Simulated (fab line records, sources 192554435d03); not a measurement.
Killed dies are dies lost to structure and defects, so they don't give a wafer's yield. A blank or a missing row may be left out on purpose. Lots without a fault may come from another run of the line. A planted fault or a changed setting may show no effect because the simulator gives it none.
Chamber matching | flow n5_finfet | N5_DUMMY_GATE_ALD_02 on ald_sin-02: 4 sister chambers
The step deposits SiO2, target thk 2 nm, pulse time 1 s. 8 wafers are shown with their chamber, then 11 later ones without.

WAFERS WITH THEIR CHAMBER
wafer  | chamber | heater_power_outer_w (W) | heater_power_w (W)
L079.3 | 1       | 274                      | 474
L086.3 | 3       | 279                      | 475
L089.1 | 0       | 204                      | 389
L089.3 | 3       | 272                      | 476
L090.2 | 2       | 287                      | 463
L090.3 | 0       | 199                      | 384
L090.4 | 1       | 266                      | 468
L091.1 | 2       | 292                      | 468

WAFERS WITHOUT THEIR CHAMBER
wafer  | heater_power_outer_w (W) | heater_power_w (W)
L091.2 | 275                      | 464
L091.4 | 269                      | 455
L094.1 | 203                      | 392
L094.4 | 275                      | 482
L094.5 | 261                      | 477
L095.2 | 284                      | 462
L095.3 | 268                      | 478
L095.6 | 273                      | 471
L096.1 | 279                      | 469
L096.3 | 203                      | 393
L096.4 | 266                      | 477

WHICH CHAMBER EACH WENT THROUGH
wafer  | from the rows above          | in truth
L091.2 | can't be placed: 1 or 2 or 3 | 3
L091.4 | can't be placed: 1 or 2 or 3 | 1
L094.1 | 0                            | 0
L094.4 | can't be placed: 3 or 1      | 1
L094.5 | can't be placed: 1 or 3      | 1
L095.2 | 2                            | 2
L095.3 | can't be placed: 3 or 1      | 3
L095.6 | can't be placed: 1 or 3      | 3
L096.1 | can't be placed: 1 or 3 or 2 | 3
L096.3 | 0                            | 0
L096.4 | can't be placed: 1 or 3      | 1
Placed correctly: 3 of 11. Can't be placed from these rows: 8 (the true chamber is among the candidates in 8). Placed wrongly: 0.
How it was worked out, from the rows above alone: a wafer's distance from a chamber is the root of the sum, over the readings, of the square of ((its reading less the chamber's mean) divided by the reading's scatter). The wafer belongs to the nearest chamber; if the next one is less than 2 further off, it can't be placed. A chamber's mean is the mean of its shown wafers. The scatter: the root of (the sum of the squares of (reading less its chamber's mean) over the shown wafers, divided by (wafers less chambers)).
